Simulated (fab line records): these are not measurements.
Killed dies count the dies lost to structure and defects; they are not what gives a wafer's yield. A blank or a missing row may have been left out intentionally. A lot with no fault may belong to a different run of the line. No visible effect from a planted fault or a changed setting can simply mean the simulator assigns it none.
Matching of chambers || flow n5-finfet || N5_BEOL_M1_STRIP_36 on rie-diel-03: 4 sister chambers
The step strips in N2/H2. 4 wafers are shown with their chamber, then 9 later ones without.

== EACH WAFER AND ITS CHAMBER ==
{"wafer": "L090.3", "chamber": 1, "drypump-motor-current-A (A)": 4.9}
{"wafer": "L090.5", "chamber": 3, "drypump-motor-current-A (A)": 5.5}
{"wafer": "L091.4", "chamber": 2, "drypump-motor-current-A (A)": 6.6}
{"wafer": "L091.5", "chamber": 0, "drypump-motor-current-A (A)": 5.6}

== WAFERS WITHOUT THEIR CHAMBER ==
{"wafer": "L094.1", "drypump-motor-current-A (A)": 5.6}
{"wafer": "L094.2", "drypump-motor-current-A (A)": 6.6}
{"wafer": "L094.6", "drypump-motor-current-A (A)": 5.7}
{"wafer": "L095.1", "drypump-motor-current-A (A)": 5.4}
{"wafer": "L095.5", "drypump-motor-current-A (A)": 5.5}
{"wafer": "L095.6", "drypump-motor-current-A (A)": 5.7}
{"wafer": "L096.1", "drypump-motor-current-A (A)": 5.4}
{"wafer": "L096.2", "drypump-motor-current-A (A)": 4.9}
{"wafer": "L096.6", "drypump-motor-current-A (A)": 6.6}

== WHICH CHAMBER EACH WENT THROUGH ==
{"wafer": "L094.1", "from the rows above": "can't be placed: 0 or 3", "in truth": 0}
{"wafer": "L094.2", "from the rows above": 2, "in truth": 2}
{"wafer": "L094.6", "from the rows above": "can't be placed: 0 or 3", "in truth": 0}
{"wafer": "L095.1", "from the rows above": "can't be placed: 3 or 0", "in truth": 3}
{"wafer": "L095.5", "from the rows above": "can't be placed: 3 or 0", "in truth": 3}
{"wafer": "L095.6", "from the rows above": "can't be placed: 0 or 3", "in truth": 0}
{"wafer": "L096.1", "from the rows above": "can't be placed: 3 or 0", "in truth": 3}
{"wafer": "L096.2", "from the rows above": 1, "in truth": 1}
{"wafer": "L096.6", "from the rows above": 2, "in truth": 2}
3 of 9 placed correctly. Cannot be placed on the basis of these rows: 6; the candidates contain the true chamber in 6. Number placed wrongly: 0.
How it was worked out, from the rows above alone: a wafer's distance from a chamber is the root of the sum, over the readings, of the square of ((its reading less the chamber's mean) divided by the reading's scatter). If the next closest chamber is less than 2 further off than the closest, the wafer can't be placed; otherwise it belongs to the closest. Each chamber's mean is taken over the wafers shown for it. The scatter: with one shown wafer a chamber, the root of the mean of the squares of how far each hidden wafer lies from its nearest shown one.
